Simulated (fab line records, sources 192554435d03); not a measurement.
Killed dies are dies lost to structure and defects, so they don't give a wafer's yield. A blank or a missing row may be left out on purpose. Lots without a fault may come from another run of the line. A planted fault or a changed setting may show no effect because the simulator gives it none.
Which tool did it? | flow n5_finfet | 10 lots, 28 wafers sampled, at 5 steps of a route of 1938

WHAT THE GAUGES READ, wafer by wafer
N5_SD_EPI_N_EPI_MEAS_23. Usual: thk_nm 59.1 nm, standard deviation 1.3.
lot  | measured    | on            | thk_nm (nm)    | flag
L643 | day 3 11:09 | film_metro-02 | 57.9 58.1 58.3 |
L646 | day 4 03:46 | film_metro-01 | 58.3 59.0 59.4 |
L648 | day 4 16:05 | film_metro-02 | 58.5 58.4 59.3 |
L652 | day 5 18:53 | film_metro-01 | 58.1 59.9 60.4 |
L653 | day 5 23:43 | film_metro-01 | 59.5 58.7 58.0 |
L654 | day 6 08:01 | film_metro-02 | 58.3 60.0 57.8 |
L655 | day 6 09:04 | film_metro-01 | 58.5 57.2 58.0 |
L661 | day 8 17:31 | film_metro-01 | 56.9 57.8      |
L660 | day 9 01:46 | film_metro-02 | 58.3 60.6 58.3 |
L665 | day 9 09:15 | film_metro-02 | 58.4 56.7      |

N5_ILD0_THK_MEAS_13. Usual: thk_nm 17.7 nm, standard deviation 1.
lot  | measured    | on            | thk_nm (nm)    | flag
L643 | day 3 23:40 | film_metro-02 | 17.9 16.9 18.8 |
L646 | day 4 15:32 | film_metro-01 | 18.8 20.4 20.1 |
L648 | day 5 05:12 | film_metro-02 | 17.9 18.7 18.7 |
L652 | day 6 08:31 | film_metro-02 | 17.6 19.2 18.1 |
L653 | day 6 11:27 | film_metro-01 | 18.1 16.8 17.3 |
L654 | day 7 21:26 | film_metro-01 | 17.3 17.3 18.2 |
L655 | day 7 21:11 | film_metro-01 | 16.9 17.5 18.4 |
L661 | day 9 06:32 | film_metro-02 | 19.8 19.2      |
L660 | day 9 14:23 | film_metro-01 | 15.8 16.9 16.6 |
L665 | day 9 23:27 | film_metro-01 | 16.3 18.6      |

N5_BEOL_M4_RC_MEAS_101. Usual: DIBL_N 37.2 mV/V, standard deviation 2.1; DIBL_P 37.3 mV/V, standard deviation 2.3; IOFF_N 0.18 nA/um, standard deviation 0.041; IOFF_P 0.24 nA/um, standard deviation 0.042; ION_N 680 uA/um, standard deviation 13; ION_P 466 uA/um, standard deviation 7.7; SS_N 71.8 mV/dec, standard deviation 0.68; SS_P 73.5 mV/dec, standard deviation 0.66; VT_N 249 mV, standard deviation 3.6; VT_P -248 mV, standard deviation 3.4.
lot  | measured     | on        | DIBL_N (mV/V)  | DIBL_P (mV/V)  | IOFF_N (nA/um) | IOFF_P (nA/um) | ION_N (uA/um) | ION_P (uA/um) | SS_N (mV/dec)  | SS_P (mV/dec)  | VT_N (mV)   | VT_P (mV)      | flag
L643 | day 8 17:01  | prober-01 | 34.4 33.4 35.9 | 34.0 33.2 36.3 | 0.15 0.13 0.18 | 0.20 0.17 0.23 | 677 665 684   | 472 455 463   | 70.9 70.7 71.7 | 73.2 73.0 73.2 | 249 250 245 | -249 -254 -247 |
L646 | day 9 10:15  | prober-02 | 37.4 38.0 35.2 | 34.9 36.7 31.8 | 0.14 0.16 0.11 | 0.19 0.21 0.15 | 667 666 652   | 458 458 450   | 71.9 71.9 70.9 | 73.1 73.1 71.9 | 251 249 257 | -251 -251 -256 |
L648 | day 9 18:03  | prober-02 | 34.4 35.4 35.9 | 33.7 35.4 35.8 | 0.13 0.14 0.15 | 0.19 0.21 0.22 | 676 668 673   | 468 460 464   | 71.2 71.7 71.1 | 73.0 72.4 73.9 | 254 252 248 | -252 -248 -246 |
L652 | day 10 16:29 | prober-02 | 34.7 39.6 35.5 | 33.7 40.1 35.8 | 0.13 0.23 0.15 | 0.19 0.33 0.24 | 662 684 671   | 458 472 467   | 70.9 72.3 71.3 | 71.9 74.6 73.0 | 251 243 251 | -248 -243 -245 |
L653 | day 10 13:31 | prober-01 | 42.0 39.3 40.1 | 39.8 37.0 38.6 | 0.26 0.19 0.23 | 0.28 0.23 0.26 | 686 676 709   | 462 457 480   | 72.7 72.1 72.5 | 74.2 74.4 74.3 | 242 249 243 | -247 -248 -243 |
L654 | day 11 22:16 | prober-01 | 42.6 39.3 40.7 | 43.0 38.8 41.2 | 0.30 0.20 0.24 | 0.35 0.26 0.31 | 715 678 700   | 480 464 470   | 72.6 72.6 72.9 | 74.8 73.9 74.8 | 241 249 244 | -246 -251 -248 |
L655 | day 11 14:58 | prober-02 | 40.0 37.1 36.7 | 39.4 37.3 37.1 | 0.23 0.16 0.18 | 0.28 0.25 0.24 | 675 670 676   | 465 464 463   | 73.4 72.4 72.5 | 73.5 72.5 73.6 | 246 252 247 | -245 -247 -246 |
L661 | day 13 20:22 | prober-01 | 37.3 39.4      | 36.5 38.5      | 0.15 0.18      | 0.20 0.23      | 673 673       | 461 456       | 71.4 72.3      | 73.8 74.2      | 254 254     | -255 -252      |
L660 | day 14 04:46 | prober-01 | 36.4 36.9 35.1 | 38.7 39.7 37.1 | 0.18 0.18 0.15 | 0.25 0.26 0.23 | 686 690 674   | 472 480 469   | 72.6 72.1 72.0 | 73.6 73.6 73.0 | 246 247 250 | -246 -245 -249 |
L665 | day 15 00:02 | prober-02 | 37.5 38.1      | 36.9 37.8      | 0.18 0.20      | 0.25 0.27      | 675 677       | 466 463       | 72.0 72.2      | 73.6 74.2      | 251 248     | -249 -245      |

WHICH TOOL RAN EACH LOT (tool, then ch and the chambers of the sampled wafers, then the start)
lot  | N5_SD_EPI_P_DESCUM_14             | N5_ILD0_CMP_03
L643 | rie_diel-02 ch 1,3, day 3 12:25   | cmp-04 ch 0,3, day 3 19:21
L646 | rie_diel-02 ch 0,1,3, day 4 04:50 | cmp-02 ch 2,3, day 4 11:43
L648 | rie_diel-03 ch 0,1,2, day 4 17:35 | cmp-02 ch 1,2,3, day 5 01:24
L652 | rie_diel-03 ch 0,1, day 5 19:49   | cmp-02 ch 0,1,2, day 6 04:45
L653 | rie_diel-03 ch 1,2,3, day 6 00:44 | cmp-02 ch 1,3, day 6 07:37
L654 | rie_diel-01 ch 0,2, day 6 09:04   | cmp-04 ch 1,2, day 7 16:57
L655 | rie_diel-03 ch 0,2,3, day 6 09:59 | cmp-04 ch 0,2,3, day 7 17:20
L661 | rie_diel-03 ch 0,3, day 8 18:38   | cmp-03 ch 0,2, day 9 02:49
L660 | rie_diel-01 ch 2,3, day 9 02:40   | cmp-04 ch 0,1,3, day 9 10:15
L665 | rie_diel-01 ch 2,3, day 9 11:46   | cmp-02 ch 1,3, day 9 19:40
- N5_SD_EPI_P_DESCUM_14: chemistry O2, time 7.9 s.
- N5_ILD0_CMP_03: polishes, stops on SiNx, t overpolish 1.9 s, target thk 197.38 nm.

WHAT THE TOOLS THEMSELVES READ (means of the sampled wafers that have a number; where no wafer has one, the mark that the record gives instead)
N5_SD_EPI_P_DESCUM_14. Usual: drypump_motor_current_A 5.8 A, standard deviation 0.49; oes_product_au 0.81 a.u., standard deviation 0.1; rf_vpp_V 243.3 V, standard deviation 1.4; showerhead_plenum_p_Torr 2.10 Torr, standard deviation 0.07; throttle_valve_pct 20.32 %, standard deviation 0.28.
lot  | tool        | drypump_motor_current_A (A) | oes_product_au (a.u.) | rf_vpp_V (V) | showerhead_plenum_p_Torr (Torr) | throttle_valve_pct (%) | flag
L643 | rie_diel-02 | 5.9                         | 0.72                  | 241.9        | 2.00                            | 20.57                  |
L646 | rie_diel-02 | 5.7                         | 0.71                  | 242.0        | 2.01                            | 20.57                  |
L648 | rie_diel-03 | 5.6                         | 0.78                  | 244.7        | 2.13                            | 20.35                  |
L652 | rie_diel-03 | 5.3                         | 0.79                  | 243.6        | 2.13                            | 20.33                  |
L653 | rie_diel-03 | 6.1                         | 0.84                  | 244.0        | 2.14                            | 20.39                  |
L654 | rie_diel-01 | 6.2                         | 0.87                  | 243.2        | 2.11                            | 20.10                  |
L655 | rie_diel-03 | 5.8                         | 0.85                  | 243.7        | 2.11                            | 20.17                  |
L661 | rie_diel-03 | 5.8                         | 0.85                  | 242.9        | 2.12                            | 20.16                  |
L660 | rie_diel-01 | 5.5                         | 0.94                  | 244.6        | 2.09                            | 20.11                  |
L665 | rie_diel-01 | 5.6                         | 0.92                  | 242.1        | 2.09                            | 20.15                  |

N5_ILD0_CMP_03. Usual: head_pressure_psi 4.149 psi, standard deviation 0.0085; motor_current_A 12.8 A, standard deviation 1.1; overpolish_run_s 1.901 s, standard deviation 0.0093; time_to_endpoint_s 70 s, standard deviation 4.
lot  | tool   | head_pressure_psi (psi) | motor_current_A (A) | overpolish_run_s (s) | time_to_endpoint_s (s) | flag
L643 | cmp-04 | 4.155                   | 12.6                | 1.899                | 70                     |
L646 | cmp-02 | 4.150                   | 11.8                | 1.898                | 71                     |
L648 | cmp-02 | 4.142                   | 12.3                | 1.904                | 73                     |
L652 | cmp-02 | 3.838                   | 12.1                | 1.910                | 79                     | OFF
L653 | cmp-02 | 3.514                   | 10.2                | 1.892                | 84                     | OFF
L654 | cmp-04 | 4.149                   | 14.0                | 1.906                | 65                     |
L655 | cmp-04 | 4.152                   | 12.8                | 1.904                | 66                     |
L661 | cmp-03 | 4.149                   | 12.3                | 1.909                | 76                     |
L660 | cmp-04 | 4.147                   | 12.7                | 1.898                | 69                     |
L665 | cmp-02 | 4.151                   | 11.4                | 1.904                | 78                     |

THE ANSWER, worked out from the rows above alone
Rule: a lot is off if the mean of its wafers that have a number lies more than 3 standard deviations from the usual mean. A lot without any number at a reading at which 4 lots or more have one is off too. The other lots that the step has rows for count as sound. The gauges are gone through in route order, then the tools' own readings, and for those a lot's mean is taken as printed above. The first step at which some lot is off is used, and at that step the reading that is off furthest; a lot without a number counts as furthest.
Off: L652, L653, at N5_ILD0_CMP_03 (head_pressure_psi).
A tool fits if, at that step or a process step before it, it ran every lot that is off, and no sound lot after the first of them. None of those tried fits.

WHAT THE SIMULATOR HAD PUT IN
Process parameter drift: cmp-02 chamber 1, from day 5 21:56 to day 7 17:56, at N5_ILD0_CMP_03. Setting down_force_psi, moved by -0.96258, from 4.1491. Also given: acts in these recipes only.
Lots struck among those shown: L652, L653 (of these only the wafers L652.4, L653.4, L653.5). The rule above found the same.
